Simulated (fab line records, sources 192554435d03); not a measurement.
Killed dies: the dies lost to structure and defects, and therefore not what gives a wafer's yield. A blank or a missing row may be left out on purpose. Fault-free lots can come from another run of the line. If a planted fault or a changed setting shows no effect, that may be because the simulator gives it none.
What tool caused it? :: flow n5_finfet :: 24 wafers from 8 lots sampled at 6 of the route's 1938 steps

WHAT EACH GAUGE READ, for each wafer
N5_BEOL_M3_CD_MEAS_28: target cd 25.7 nm, target cd y 23.3 nm. Usual: 25.67 nm for cd_nm, sd 0.25.
lot: L888
measured: day 7 17:17
on: cd_sem-01
cd_nm (nm): 25.87 25.60 25.95
flag: 

lot: L895
measured: day 9 09:08
on: cd_sem-01
cd_nm (nm): 25.30 25.48 25.64
flag: 

lot: L896
measured: day 9 17:31
on: cd_sem-01
cd_nm (nm): 26.03 25.95 25.40
flag: 

lot: L901
measured: day 10 18:57
on: cd_sem-01
cd_nm (nm): 25.37 25.69 25.36
flag: 

lot: L905
measured: day 11 14:58
on: cd_sem-03
cd_nm (nm): 25.41 25.73 25.36
flag: 

lot: L904
measured: day 11 16:20
on: cd_sem-01
cd_nm (nm): 25.23 25.77 25.67
flag: 

lot: L906
measured: day 11 16:59
on: cd_sem-01
cd_nm (nm): 25.42 25.65 25.25
flag: 

lot: L909
measured: day 12 18:40
on: cd_sem-01
cd_nm (nm): 25.59 25.64 25.77
flag: 

N5_BEOL_M3_OCD_MEAS_38. Usual: 55.3 nm for trench_depth_nm, sd 0.61.
lot: L888
measured: day 7 19:32
on: ocd-02
trench_depth_nm (nm): 56.4 55.4 55.4
flag: 

lot: L895
measured: day 9 10:04
on: ocd-01
trench_depth_nm (nm): 0.1 0 0.1
flag: OFF

lot: L896
measured: day 9 21:23
on: ocd-02
trench_depth_nm (nm): 0 0 0.1
flag: OFF

lot: L901
measured: day 10 21:25
on: ocd-01
trench_depth_nm (nm): 55.3 54.3 55.3
flag: 

lot: L905
measured: day 11 20:43
on: ocd-01
trench_depth_nm (nm): 54.1 55.7 54.8
flag: 

lot: L904
measured: day 11 23:29
on: ocd-01
trench_depth_nm (nm): 55.3 55.2 54.6
flag: 

lot: L906
measured: day 12 02:54
on: ocd-01
trench_depth_nm (nm): 55.9 53.8 55.7
flag: 

lot: L909
measured: day 12 20:11
on: ocd-01
trench_depth_nm (nm): 55.0 54.9 54.6
flag: 

N5_BEOL_M4_RC_MEAS_101. Usual: DIBL_N 36.5 mV/V, standard deviation 1.4; DIBL_P 36.9 mV/V, standard deviation 1.7; IOFF_N 0.163 nA/um, standard deviation 0.023; IOFF_P 0.22 nA/um, standard deviation 0.032; ION_N 673 uA/um, standard deviation 9; ION_P 462 uA/um, standard deviation 7.5; SS_N 71.6 mV/dec, standard deviation 0.54; SS_P 73.4 mV/dec, standard deviation 0.62; VT_N 249.8 mV, standard deviation 2.8; VT_P -250 mV, standard deviation 3.5.
lot: L888
measured: day 8 14:34
on: prober-02
DIBL_N (mV/V): 36.8 37.5 38.1
DIBL_P (mV/V): 36.5 36.5 37.9
IOFF_N (nA/um): 0.161 0.173 0.186
IOFF_P (nA/um): 0.26 0.25 0.29
ION_N (uA/um): 684 680 689
ION_P (uA/um): 479 475 482
SS_N (mV/dec): 71.6 72.0 71.9
SS_P (mV/dec): 73.5 73.7 73.7
VT_N (mV): 249.2 247.9 245.9
VT_P (mV): -243 -248 -244
flag: 

lot: L901
measured: day 11 10:32
on: prober-01
DIBL_N (mV/V): 37.3 38.3 36.1
DIBL_P (mV/V): 38.5 39.0 36.6
IOFF_N (nA/um): 0.196 0.204 0.161
IOFF_P (nA/um): 0.24 0.25 0.22
ION_N (uA/um): 682 694 687
ION_P (uA/um): 462 464 469
SS_N (mV/dec): 71.8 71.9 70.9
SS_P (mV/dec): 74.2 74.2 74.0
VT_N (mV): 245.1 244.8 248.7
VT_P (mV): -249 -248 -249
flag: 

lot: L905
measured: day 12 13:56
on: prober-01
DIBL_N (mV/V): 33.6 35.3 33.0
DIBL_P (mV/V): 35.0 36.8 34.3
IOFF_N (nA/um): 0.123 0.146 0.114
IOFF_P (nA/um): 0.19 0.21 0.18
ION_N (uA/um): 658 678 657
ION_P (uA/um): 461 464 461
SS_N (mV/dec): 70.9 71.4 71.1
SS_P (mV/dec): 72.6 73.4 73.1
VT_N (mV): 255.1 253.1 255.0
VT_P (mV): -251 -252 -256
flag: 

lot: L904
measured: day 12 16:38
on: prober-01
DIBL_N (mV/V): 37.0 38.6 38.9
DIBL_P (mV/V): 38.6 40.0 39.9
IOFF_N (nA/um): 0.158 0.175 0.186
IOFF_P (nA/um): 0.21 0.22 0.23
ION_N (uA/um): 673 676 676
ION_P (uA/um): 466 457 459
SS_N (mV/dec): 71.4 72.2 72.4
SS_P (mV/dec): 73.5 73.9 74.1
VT_N (mV): 249.6 251.9 250.7
VT_P (mV): -250 -253 -251
flag: 

lot: L906
measured: day 12 18:17
on: prober-02
DIBL_N (mV/V): 37.8 35.1 34.4
DIBL_P (mV/V): 39.6 36.1 35.9
IOFF_N (nA/um): 0.191 0.142 0.128
IOFF_P (nA/um): 0.22 0.17 0.17
ION_N (uA/um): 679 671 656
ION_P (uA/um): 457 448 454
SS_N (mV/dec): 71.9 71.0 70.8
SS_P (mV/dec): 74.2 73.7 73.8
VT_N (mV): 247.5 251.1 255.7
VT_P (mV): -252 -258 -254
flag: 

lot: L909
measured: day 13 15:49
on: prober-02
DIBL_N (mV/V): 37.3 38.3 37.7
DIBL_P (mV/V): 36.0 37.0 35.6
IOFF_N (nA/um): 0.184 0.213 0.183
IOFF_P (nA/um): 0.25 0.29 0.25
ION_N (uA/um): 675 673 673
ION_P (uA/um): 464 460 462
SS_N (mV/dec): 71.8 71.7 72.7
SS_P (mV/dec): 73.7 74.9 74.1
VT_N (mV): 246.7 245.4 249.9
VT_P (mV): -246 -246 -247
flag: 

TOOL THAT RAN EACH LOT (tool first, then ch and the chambers of the sampled wafers, then the start)
lot: L888
N5_BEOL_M3_ETCH_69: rie_diel-02 ch 2,3, day 7 17:30
N5_BEOL_M3_STRIP_36: rie_diel-01 ch 1,2,3, day 7 19:21
N5_BEOL_M3_TRENCH_ETCH_37: rie_diel-01 ch 1,2,3, day 7 19:23

lot: L895
N5_BEOL_M3_ETCH_69: rie_diel-01 ch 0,1,3, day 9 09:18
N5_BEOL_M3_STRIP_36: rie_diel-06 ch 0,1,2, day 9 09:53
N5_BEOL_M3_TRENCH_ETCH_37: rie_diel-06 ch 0,1,2, day 9 09:55

lot: L896
N5_BEOL_M3_ETCH_69: rie_diel-02 ch 1,2, day 9 17:41
N5_BEOL_M3_STRIP_36: rie_diel-01 ch 0,1,2, day 9 21:12
N5_BEOL_M3_TRENCH_ETCH_37: rie_diel-01 ch 0,1,2, day 9 21:14

lot: L901
N5_BEOL_M3_ETCH_69: rie_diel-02 ch 0,1,3, day 10 19:08
N5_BEOL_M3_STRIP_36: rie_diel-06 ch 0,1,2, day 10 21:13
N5_BEOL_M3_TRENCH_ETCH_37: rie_diel-06 ch 0,1,2, day 10 21:16

lot: L905
N5_BEOL_M3_ETCH_69: rie_diel-02 ch 0,2,3, day 11 15:36
N5_BEOL_M3_STRIP_36: rie_diel-06 ch 0,2, day 11 20:31
N5_BEOL_M3_TRENCH_ETCH_37: rie_diel-06 ch 0,2, day 11 20:33

lot: L904
N5_BEOL_M3_ETCH_69: rie_diel-02 ch 2,3, day 11 17:20
N5_BEOL_M3_STRIP_36: rie_diel-01 ch 1,2, day 11 23:18
N5_BEOL_M3_TRENCH_ETCH_37: rie_diel-01 ch 1,2, day 11 23:20

lot: L906
N5_BEOL_M3_ETCH_69: rie_diel-01 ch 0,2, day 11 17:30
N5_BEOL_M3_STRIP_36: rie_diel-06 ch 0,2, day 12 02:42
N5_BEOL_M3_TRENCH_ETCH_37: rie_diel-06 ch 0,2, day 12 02:44

lot: L909
N5_BEOL_M3_ETCH_69: rie_diel-02 ch 2,3, day 12 18:50
N5_BEOL_M3_STRIP_36: rie_diel-01 ch 0,2, day 12 19:59
N5_BEOL_M3_TRENCH_ETCH_37: rie_diel-01 ch 0,2, day 12 20:02
- N5_BEOL_M3_ETCH_69: etches SiARC in CF4, target depth 15.6 nm, time 26 s.
- N5_BEOL_M3_STRIP_36: strips in N2/H2.
- N5_BEOL_M3_TRENCH_ETCH_37: etches SiOC in C4F6/O2, target depth 55.555 nm, time 29.2 s.

WHAT THE TOOLS THEMSELVES READ (means of the sampled wafers that have a number; where no wafer has one, the mark that the record gives instead)
N5_BEOL_M3_ETCH_69. Usual: bias_w 35.99 W, standard deviation 0.1; cf4_flow_sccm 100.0 sccm, standard deviation 0.31; drypump_motor_current_A 5.5 A, standard deviation 0.52; etch_rf_on_time_s 26.0 s, standard deviation 0.32; oes_product_au 0.65 a.u., standard deviation 0.047; rf_fwd_power_W 532.4 W, standard deviation 2; rf_vpp_V 183.7 V, standard deviation 1.4; showerhead_plenum_p_Torr 2.11 Torr, standard deviation 0.085; throttle_valve_pct 15.56 %, standard deviation 0.2.
lot: L888
tool: rie_diel-02
bias_w (W): 35.99
cf4_flow_sccm (sccm): 99.7
drypump_motor_current_A (A): 5.6
etch_rf_on_time_s (s): 25.8
oes_product_au (a.u.): 0.66
rf_fwd_power_W (W): 533.4
rf_vpp_V (V): 183.5
showerhead_plenum_p_Torr (Torr): 2.13
throttle_valve_pct (%): 15.56
flag: 

lot: L895
tool: rie_diel-01
bias_w (W): 35.99
cf4_flow_sccm (sccm): 99.9
drypump_motor_current_A (A): 5.3
etch_rf_on_time_s (s): 25.8
oes_product_au (a.u.): 0.63
rf_fwd_power_W (W): 532.9
rf_vpp_V (V): 183.1
showerhead_plenum_p_Torr (Torr): 2.11
throttle_valve_pct (%): 15.69
flag: 

lot: L896
tool: rie_diel-02
bias_w (W): 35.96
cf4_flow_sccm (sccm): 100.3
drypump_motor_current_A (A): 5.9
etch_rf_on_time_s (s): 26.0
oes_product_au (a.u.): 0.65
rf_fwd_power_W (W): 532.4
rf_vpp_V (V): 182.8
showerhead_plenum_p_Torr (Torr): 2.05
throttle_valve_pct (%): 15.48
flag: 

lot: L901
tool: rie_diel-02
bias_w (W): 35.95
cf4_flow_sccm (sccm): 100.1
drypump_motor_current_A (A): 5.8
etch_rf_on_time_s (s): 25.7
oes_product_au (a.u.): 0.67
rf_fwd_power_W (W): 532.4
rf_vpp_V (V): 184.2
showerhead_plenum_p_Torr (Torr): 2.15
throttle_valve_pct (%): 15.45
flag: 

lot: L905
tool: rie_diel-02
bias_w (W): 36.02
cf4_flow_sccm (sccm): 99.8
drypump_motor_current_A (A): 5.4
etch_rf_on_time_s (s): 26.0
oes_product_au (a.u.): 0.66
rf_fwd_power_W (W): 534.3
rf_vpp_V (V): 184.2
showerhead_plenum_p_Torr (Torr): 2.15
throttle_valve_pct (%): 15.52
flag: 

lot: L904
tool: rie_diel-02
bias_w (W): 35.99
cf4_flow_sccm (sccm): 100.2
drypump_motor_current_A (A): 5.3
etch_rf_on_time_s (s): 26.0
oes_product_au (a.u.): 0.63
rf_fwd_power_W (W): 534.1
rf_vpp_V (V): 183.7
showerhead_plenum_p_Torr (Torr): 2.08
throttle_valve_pct (%): 15.62
flag: 

lot: L906
tool: rie_diel-01
bias_w (W): 36.07
cf4_flow_sccm (sccm): 99.9
drypump_motor_current_A (A): 5.7
etch_rf_on_time_s (s): 26.2
oes_product_au (a.u.): 0.64
rf_fwd_power_W (W): 532.5
rf_vpp_V (V): 183.5
showerhead_plenum_p_Torr (Torr): 2.03
throttle_valve_pct (%): 15.48
flag: 

lot: L909
tool: rie_diel-02
bias_w (W): 35.99
cf4_flow_sccm (sccm): 100.1
drypump_motor_current_A (A): 5.6
etch_rf_on_time_s (s): 26.2
oes_product_au (a.u.): 0.63
rf_fwd_power_W (W): 532.5
rf_vpp_V (V): 182.9
showerhead_plenum_p_Torr (Torr): 2.11
throttle_valve_pct (%): 15.66
flag: 

N5_BEOL_M3_STRIP_36. Usual: drypump_motor_current_A 5.5 A, standard deviation 0.52; oes_product_au 0.74 a.u., standard deviation 0.056; rf_vpp_V 59.2 V, standard deviation 1.4; showerhead_plenum_p_Torr 2.50 Torr, standard deviation 0.098; throttle_valve_pct 23.66 %, standard deviation 0.24.
lot: L888
tool: rie_diel-01
drypump_motor_current_A (A): 5.6
oes_product_au (a.u.): 0.71
rf_vpp_V (V): 60.5
showerhead_plenum_p_Torr (Torr): 2.56
throttle_valve_pct (%): 23.71
flag: 

lot: L895
tool: rie_diel-06
drypump_motor_current_A (A): 5.1
oes_product_au (a.u.): 0.74
rf_vpp_V (V): 59.0
showerhead_plenum_p_Torr (Torr): 2.47
throttle_valve_pct (%): 23.75
flag: 

lot: L896
tool: rie_diel-01
drypump_motor_current_A (A): 5.5
oes_product_au (a.u.): 0.73
rf_vpp_V (V): 59.7
showerhead_plenum_p_Torr (Torr): 2.50
throttle_valve_pct (%): 23.56
flag: 

lot: L901
tool: rie_diel-06
drypump_motor_current_A (A): 5.2
oes_product_au (a.u.): 0.74
rf_vpp_V (V): 58.6
showerhead_plenum_p_Torr (Torr): 2.46
throttle_valve_pct (%): 23.76
flag: 

lot: L905
tool: rie_diel-06
drypump_motor_current_A (A): 5.4
oes_product_au (a.u.): 0.71
rf_vpp_V (V): 60.6
showerhead_plenum_p_Torr (Torr): 2.49
throttle_valve_pct (%): 23.99
flag: 

lot: L904
tool: rie_diel-01
drypump_motor_current_A (A): 5.8
oes_product_au (a.u.): 0.70
rf_vpp_V (V): 59.3
showerhead_plenum_p_Torr (Torr): 2.55
throttle_valve_pct (%): 23.58
flag: 

lot: L906
tool: rie_diel-06
drypump_motor_current_A (A): 5.2
oes_product_au (a.u.): 0.72
rf_vpp_V (V): 60.2
showerhead_plenum_p_Torr (Torr): 2.46
throttle_valve_pct (%): 23.82
flag: 

lot: L909
tool: rie_diel-01
drypump_motor_current_A (A): 5.7
oes_product_au (a.u.): 0.73
rf_vpp_V (V): 59.3
showerhead_plenum_p_Torr (Torr): 2.39
throttle_valve_pct (%): 23.49
flag: 

N5_BEOL_M3_TRENCH_ETCH_37. Usual: C4F6_flow_sccm 10.004 sccm, standard deviation 0.028; O2_flow_sccm 10.00 sccm, standard deviation 0.032; drypump_motor_current_A 5.4 A, standard deviation 0.52; oes_product_au 0.74 a.u., standard deviation 0.055; rf_fwd_power_W 349.1 W, standard deviation 2.3; rf_vpp_V 663 V, standard deviation 7.6; showerhead_plenum_p_Torr 2.81 Torr, standard deviation 0.11; throttle_valve_pct 20.86 %, standard deviation 0.22.
lot: L888
tool: rie_diel-01
C4F6_flow_sccm (sccm): 10.033
O2_flow_sccm (sccm): 9.96
drypump_motor_current_A (A): 5.6
oes_product_au (a.u.): 0.72
rf_fwd_power_W (W): 349.3
rf_vpp_V (V): 665
showerhead_plenum_p_Torr (Torr): 2.87
throttle_valve_pct (%): 20.91
flag: 

lot: L895
tool: rie_diel-06
C4F6_flow_sccm (sccm): -
O2_flow_sccm (sccm): -
drypump_motor_current_A (A): -
oes_product_au (a.u.): -
rf_fwd_power_W (W): -
rf_vpp_V (V): -
showerhead_plenum_p_Torr (Torr): -
throttle_valve_pct (%): -
flag: OFF

lot: L896
tool: rie_diel-01
C4F6_flow_sccm (sccm): -
O2_flow_sccm (sccm): -
drypump_motor_current_A (A): -
oes_product_au (a.u.): -
rf_fwd_power_W (W): -
rf_vpp_V (V): -
showerhead_plenum_p_Torr (Torr): -
throttle_valve_pct (%): -
flag: OFF

lot: L901
tool: rie_diel-06
C4F6_flow_sccm (sccm): 9.992
O2_flow_sccm (sccm): 10.02
drypump_motor_current_A (A): 5.1
oes_product_au (a.u.): 0.73
rf_fwd_power_W (W): 349.1
rf_vpp_V (V): 660
showerhead_plenum_p_Torr (Torr): 2.77
throttle_valve_pct (%): 21.01
flag: 

lot: L905
tool: rie_diel-06
C4F6_flow_sccm (sccm): 9.969
O2_flow_sccm (sccm): 10.03
drypump_motor_current_A (A): 5.3
oes_product_au (a.u.): 0.71
rf_fwd_power_W (W): 348.7
rf_vpp_V (V): 668
showerhead_plenum_p_Torr (Torr): 2.80
throttle_valve_pct (%): 21.15
flag: 

lot: L904
tool: rie_diel-01
C4F6_flow_sccm (sccm): 10.007
O2_flow_sccm (sccm): 10.00
drypump_motor_current_A (A): 5.8
oes_product_au (a.u.): 0.69
rf_fwd_power_W (W): 349.6
rf_vpp_V (V): 665
showerhead_plenum_p_Torr (Torr): 2.86
throttle_valve_pct (%): 20.86
flag: 

lot: L906
tool: rie_diel-06
C4F6_flow_sccm (sccm): 9.971
O2_flow_sccm (sccm): 10.03
drypump_motor_current_A (A): 5.2
oes_product_au (a.u.): 0.71
rf_fwd_power_W (W): 348.3
rf_vpp_V (V): 659
showerhead_plenum_p_Torr (Torr): 2.77
throttle_valve_pct (%): 21.04
flag: 

lot: L909
tool: rie_diel-01
C4F6_flow_sccm (sccm): 9.996
O2_flow_sccm (sccm): 10.01
drypump_motor_current_A (A): 5.7
oes_product_au (a.u.): 0.74
rf_fwd_power_W (W): 347.9
rf_vpp_V (V): 660
showerhead_plenum_p_Torr (Torr): 2.70
throttle_valve_pct (%): 20.71
flag: 

THE ANSWER, worked out from the rows above alone
Rule: take the mean of a lot's wafers that have a number; if it is more than 3 standard deviations from the usual mean, the lot is off. Also off: a lot with no number at a reading for which 4 or more lots have one. Any other lot the step has rows for is counted as sound. After the gauges, taken in route order, come the tools' own readings; for these a lot's mean is taken, as printed above. The first step at which some lot is off is used, and at that step the reading that is off furthest; a lot without a number counts as furthest.
Off: L895, L896, at N5_BEOL_M3_OCD_MEAS_38 (trench_depth_nm).
A tool fits if, at a process step before that reading, it ran every lot that is off, and no sound lot after the first of them. The gauges at N5_BEOL_M3_OCD_MEAS_38 aren't tried: what is off there is off at N5_BEOL_M3_TRENCH_ETCH_37 too, on other tools, and a gauge's error can't cause that. No candidate that was tried fits.

WHAT THE SIMULATOR HAD INSERTED
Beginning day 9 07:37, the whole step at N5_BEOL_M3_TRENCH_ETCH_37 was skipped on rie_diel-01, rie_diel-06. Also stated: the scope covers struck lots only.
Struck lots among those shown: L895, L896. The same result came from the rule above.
